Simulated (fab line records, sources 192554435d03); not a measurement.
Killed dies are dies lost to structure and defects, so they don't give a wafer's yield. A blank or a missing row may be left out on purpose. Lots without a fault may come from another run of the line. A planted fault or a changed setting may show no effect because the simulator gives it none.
One fault seen from 2 desks | flow n5_finfet | each desk has only its own numbers; what lay behind them comes last

THE TOOL OWNER'S DESK: arfi_scanner-02
The tool's own readings at N5_BEOL_M7_EXPOSE_08 (exposes mask M7): means of the sampled wafers that have a number, for each lot that ran on this tool. A lot is out of limits, marked OUT, if its mean lies more than 4 standard deviations from the usual mean; the brackets give that distance.
Columns: A = exposure_dose_mJ_cm2 at N5_BEOL_M7_EXPOSE_08, usual 68.20
lot  | first seen here | A
L897 | day 9 16:49     | 68.21
L899 | day 10 05:17    | 68.20
L900 | day 10 12:18    | 66.90 (-23) OUT
L906 | day 11 15:20    | 67.19 (-18) OUT
This desk's finding: out of limits on L900, L906; first on L900, day 10 12:18 (exposure_dose_mJ_cm2 at N5_BEOL_M7_EXPOSE_08). In limits: L897, L899.

THE METROLOGY DESK
What the gauges read, lot by lot, whatever tool the lot ran on: means of the sampled wafers that have a number. A lot is out of limits, marked OUT, if its mean lies more than 4 standard deviations from the usual mean; the brackets give that distance.
Columns: A = trench_depth_nm at N5_BEOL_M6_OCD_MEAS_38, usual 96.2 nm; B = cd_nm at N5_BEOL_M6_CD_MEAS_35, usual 40.2 nm
lot  | first seen here | A    | B
L896 | day 9 07:57     | 97.1 | 39.6
L897 | day 9 09:41     | 97.7 | 40.5
L899 | day 9 22:25     | 93.6 | 39.6
L898 | day 9 22:49     | 96.3 | 40.7
L900 | day 10 06:25    | 95.5 | 39.6
L906 | day 11 10:48    | 96.9 | 39.0
L909 | day 12 10:57    | 95.7 | 40.0
L910 | day 12 11:37    | 97.2 | 39.4
L908 | day 12 14:50    | 95.6 | 40.5
L911 | day 12 20:50    | 99.2 | 40.9
L919 | day 15 06:37    | 97.3 | 40.8
This desk's finding: nothing out of limits on any of the 11 lots.

PUT TOGETHER
The tool owner's desk could have raised an alarm at day 10 12:18, on L900, L906.
The metrology desk saw nothing out of limits.
The metrology desk has L900, L906 on record, within its limits.
Of the lots named, all ran N5_BEOL_M7_EXPOSE_08 on arfi_scanner-02.

WHAT THE SIMULATOR HAD PUT IN
Process parameter drift: arfi_scanner-02, from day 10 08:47 on, at N5_BEOL_M7_EXPOSE_08. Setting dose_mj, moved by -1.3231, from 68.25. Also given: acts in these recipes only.
Lots struck among those shown: L900, L906.
Hours from the fault's start to each desk's first reading out of limits: the tool owner's desk, 4.
